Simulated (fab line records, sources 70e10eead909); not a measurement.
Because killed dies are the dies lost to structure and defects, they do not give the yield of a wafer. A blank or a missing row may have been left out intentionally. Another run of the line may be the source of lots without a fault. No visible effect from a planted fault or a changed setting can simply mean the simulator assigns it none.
Chamber matching | flow nand-harc | rie-diel-06 running NHARC_P_BONDPAD_ACTIVATE_29: 4 sister chambers
The step chemistry N2, time 60 s. 14 wafers are shown with their chamber, then 6 later ones without.

WAFERS PAIRED WITH THEIR CHAMBERS
wafer  | chamber | drypump-motor-current-A (A) | oes-product-au (a.u.) | rf-vpp-V (V)
L664.1 | 3       | 6.0                         | 0.988                 | 64.7
L664.4 | 0       | 6.4                         | 1.004                 | 65.5
L666.1 | 2       | 6.7                         | 1.010                 | 63.3
L666.5 | 3       | 6.0                         | 0.991                 | 63.7
L666.6 | 0       | 6.4                         | 1.004                 | 65.1
L671.1 | 0       | 6.4                         | 1.006                 | 64.8
L671.4 | 1       | 6.2                         | 1.004                 | 64.5
L671.5 | 1       | 6.2                         | 1.007                 | 64.0
L670.1 | 2       | 6.6                         | 1.003                 | 65.4
L670.2 | 0       | 6.5                         | 0.996                 | 64.8
L670.3 | 3       | 6.0                         | 0.995                 | 62.8
L672.3 | 2       | 6.6                         | 1.007                 | 63.5
L672.5 | 2       | 6.6                         | 1.010                 | 63.3
L672.6 | 1       | 6.2                         | 1.007                 | 63.8

SIGNATURES (averages over the wafers above)
reading                 | chamber 0 | chamber 1 | chamber 2 | chamber 3 | scatter within a chamber
drypump-motor-current-A | 6.425     | 6.200     | 6.625     | 6.000     | 0.0387
oes-product-au          | 1.00250   | 1.00600   | 1.00750   | 0.99133   | 0.0035
rf-vpp-V                | 65.050    | 64.100    | 63.875    | 63.733    | 0.743
Rule: a wafer's distance from a chamber is the root of the sum, over the readings, of the square of ((its reading less the chamber's mean) divided by the reading's scatter). The wafer belongs to the nearest chamber; if the next one is less than 2 further off, it can't be placed. How the scatter is found: for the shown wafers, subtract from each reading the mean of its chamber, square and add these, divide the total by (wafers less chambers), then take the root.

WAFERS WITHOUT THEIR CHAMBER
wafer  | drypump-motor-current-A (A) | oes-product-au (a.u.) | rf-vpp-V (V)
L678.1 | 6.5                         | 1.008                 | 64.2
L678.3 | 5.9                         | 1.001                 | 64.3
L678.4 | 6.6                         | 1.020                 | 65.4
L679.1 | 6.6                         | 1.016                 | 63.7
L679.4 | 6.0                         | 0.994                 | 63.5
L679.6 | 6.5                         | 1.017                 | 64.6

WHICH CHAMBER EACH ONE RAN IN
wafer  | from the rows above     | in truth
L678.1 | can't be placed: 0 or 2 | 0
L678.3 | 3                       | 3
L678.4 | 2                       | 2
L679.1 | 2                       | 2
L679.4 | 3                       | 3
L679.6 | can't be placed: 2 or 0 | 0
Placed correctly: 4 of 6. From these rows, 2 cannot be placed; in 2 the true chamber is one of the candidates. 0 placed wrongly.
